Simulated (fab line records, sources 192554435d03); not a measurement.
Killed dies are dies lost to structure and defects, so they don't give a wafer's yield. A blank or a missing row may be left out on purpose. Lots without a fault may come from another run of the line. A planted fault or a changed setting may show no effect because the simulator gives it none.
Chamber matching | flow n5_finfet | N5_BEOL_M3_ETCH_77 on rie_diel-01: 4 sister chambers
The step etches underlayer in N2/H2, target depth 6.5 nm, time 5.2 s. 4 wafers are shown with their chamber, then 11 later ones without.

WAFERS WITH THEIR CHAMBER
wafer  | chamber | showerhead_plenum_p_Torr (Torr)
L081.5 | 2       | 2.66
L088.3 | 0       | 2.53
L088.4 | 1       | 2.43
L090.3 | 3       | 2.46

WAFERS WITHOUT THEIR CHAMBER
wafer  | showerhead_plenum_p_Torr (Torr)
L090.4 | 2.53
L090.5 | 2.46
L093.3 | 2.65
L093.4 | 2.53
L093.6 | 2.42
L096.2 | 2.52
L096.3 | 2.65
L096.6 | 2.52
L097.3 | 2.45
L097.4 | 2.65
L097.5 | 2.45

WHICH CHAMBER EACH WENT THROUGH
wafer  | from the rows above     | in truth
L090.4 | 0                       | 0
L090.5 | 3                       | 3
L093.3 | 2                       | 2
L093.4 | 0                       | 0
L093.6 | 1                       | 1
L096.2 | 0                       | 0
L096.3 | 2                       | 2
L096.6 | 0                       | 0
L097.3 | can't be placed: 3 or 1 | 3
L097.4 | 2                       | 2
L097.5 | can't be placed: 3 or 1 | 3
Placed correctly: 9 of 11. Can't be placed from these rows: 2 (the true chamber is among the candidates in 2). Placed wrongly: 0.
How it was worked out, from the rows above alone: a wafer's distance from a chamber is the root of the sum, over the readings, of the square of ((its reading less the chamber's mean) divided by the reading's scatter). The wafer belongs to the nearest chamber; if the next one is less than 2 further off, it can't be placed. A chamber's mean is the mean of its shown wafers. The scatter: with one shown wafer a chamber, the root of the mean of the squares of how far each hidden wafer lies from its nearest shown one.
